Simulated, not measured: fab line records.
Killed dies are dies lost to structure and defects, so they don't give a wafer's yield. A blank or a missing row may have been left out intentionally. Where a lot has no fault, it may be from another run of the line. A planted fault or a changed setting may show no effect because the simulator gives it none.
A lot that was struck, set against a sound lot	flow n5-finfet	16 steps out of a route of 1938
Sound: these wafers, L791.2, L791.3, L791.5. Struck: wafer L785.2; the same lot's L785.6 was not struck, so it is left out; see the end for the cause.
For every step that has rows: the tool of each side, followed by ch and its chambers, followed by its first start. Under that, the readings that differ: sound wafers	struck wafers	difference of the means	sigmas: that difference in standard deviations of wafers without a fault.
alike: same words and numbers on both sides, and readings whose means sit less than 2 such deviations apart. not compared: any withheld reading, any reading some wafer has no value for, any bound like >300 that may hide the same value, and any number with overlapping values for which the record gives no deviation.
Wherever a step has rows on one side only, a row that says differs or no value, or a row with sigmas, the two part there. When numbers do not overlap yet have no deviation, they are printed without sigmas and do not part them. Lack of a reading on every wafer of one side parts them only where that side has two or more wafers.

first, 1 step without rows for these wafers: N5_HKMG_FIN_ETCH_86 (etches SOC in N2/H2, stops on TiN, target depth 393.2 nm).
N5_HKMG_FIN_STRIP_89: strips SOC in N2/H2, time 20 s.
  sound on rie-diel-03 ch 0,2,3, day 9 02:28; struck on rie-diel-04 ch 2, day 7 13:40
  alike: drypump-motor-current-A, oes-product-au, rf-vpp-V, showerhead-plenum-p-Torr, throttle-valve-pct
  not compared: rf-hours-counter-h
then, 5 steps without rows for these wafers: N5_HKMG_FIN_WET_ETCH_87 (etches TiN in SC1, time 154.2 s, target depth 4.7 nm, rinse time 30 s); N5_HKMG_FIN_STRIP_88 (strips in N2/H2, time 360 s); N5_HKMG_FIN_NWFM_ALD_20 (deposits TiAlC, target thk 2 nm, pulse time 3 s, purge time 2 s); N5_HKMG_FIN_ALD_71 (deposits TiN, target thk 1 nm, pulse time 1 s, purge time 3 s); N5_HKMG_FIN_COAT_66 (time 60 s, resist thk 300 nm).
N5_HKMG_FIN_ETCH_67: etches SOC in N2/H2, stops on TiN, target depth 388.9 nm.
  sound on rie-diel-01 ch 0,1,3, day 9 03:36; struck on rie-diel-04 ch 2, day 7 14:47
  alike: drypump-motor-current-A, oes-product-au, rf-vpp-V, showerhead-plenum-p-Torr, throttle-valve-pct
  not compared: rf-hours-counter-h
N5_HKMG_FIN_STRIP_90: strips SOC in N2/H2, time 20 s.
  sound on rie-diel-01 ch 0,1,3, day 9 03:40; struck on rie-diel-04 ch 2, day 7 14:50
  alike: drypump-motor-current-A, oes-product-au, rf-vpp-V, showerhead-plenum-p-Torr, throttle-valve-pct
  not compared: rf-hours-counter-h
then, 1 step without rows for these wafers: N5_HKMG_FIN_WET_ETCH_73 (etches the open film in SC1, time 42.3 s, target depth 1.3 nm, rinse time 30 s).
N5_HKMG_FIN_ETCHBACK_68: etches the open film in Cl2/Ar, stops on HfO2, target depth 0.5 nm.
  sound on rie-metal-02 ch 0,1, day 9 03:55; struck on rie-metal-03 ch 1, day 7 15:00
  alike: drypump-motor-current-A, oes-product-au, throttle-valve-pct
  not compared: rf-hours-counter-h
then, 1 step without rows for these wafers: N5_HKMG_FIN_STRIP_69 (strips in N2/H2, time 360 s).
N5_HKMG_FIN_ALD_21: deposits TiN, target thk 1.5 nm, pulse time 1 s, purge time 3 s.
  sound on ald-metal-03 ch 0,1, day 9 04:26; struck on ald-metal-01 ch 2, day 7 15:31
reading	sound	struck	difference	sigmas
ald-cycles	68 68 68	53	-15	
  alike: heater-power-w, precursor-pulse-height-rel
N5_HKMG_FIN_ALD_72: deposits W, target thk 2 nm, pulse time 1 s, purge time 2 s.
  sound on cvd-w-01 ch 0,1, day 9 04:48; struck on cvd-w-02 ch 0, day 7 15:53
  alike: heater-power-w, precursor-pulse-height-rel
  not compared: ald-cycles
-- the record jumps here: 5 days lie between the struck wafers' starts before and after (it left off in module HKMG_FIN and takes up again in module BEOL_M4, whose first step shown is number 1111 of the route) --
N5_BEOL_M4_RC_MEAS_101:
  sound on prober-01 ch 0, day 14 23:59; struck on prober-01 ch 0, day 12 23:06
  alike: DIBL_N, DIBL_P, IOFF_N, IOFF_P, ION_N, ION_P, SS_N, SS_P, VT_N, VT_P
-- a jump in the record: the struck wafers' starts before and after are 4 days apart (it breaks off in module BEOL_M4 and resumes in module PASSIVATION, where the first step shown is number 1936 of the route) --
N5_PASSIVATION_PROBE_49:
  struck on prober-01, day 17 08:25; sound on prober-01, day 19 13:22
  alike: defect-limited-yield, killed_at_M0_to_M3, killed_at_M4_up, killed-at-contacts, killed-at-front-end, killed-at-other, killed-dies, killed-open, killed-short, sort_bin_5_function, sort_bin_6_memory, sort-n-pass, sort-yield-pct

## WHERE THEY PART
Nowhere in this record.

WHY: whatever the simulator had introduced
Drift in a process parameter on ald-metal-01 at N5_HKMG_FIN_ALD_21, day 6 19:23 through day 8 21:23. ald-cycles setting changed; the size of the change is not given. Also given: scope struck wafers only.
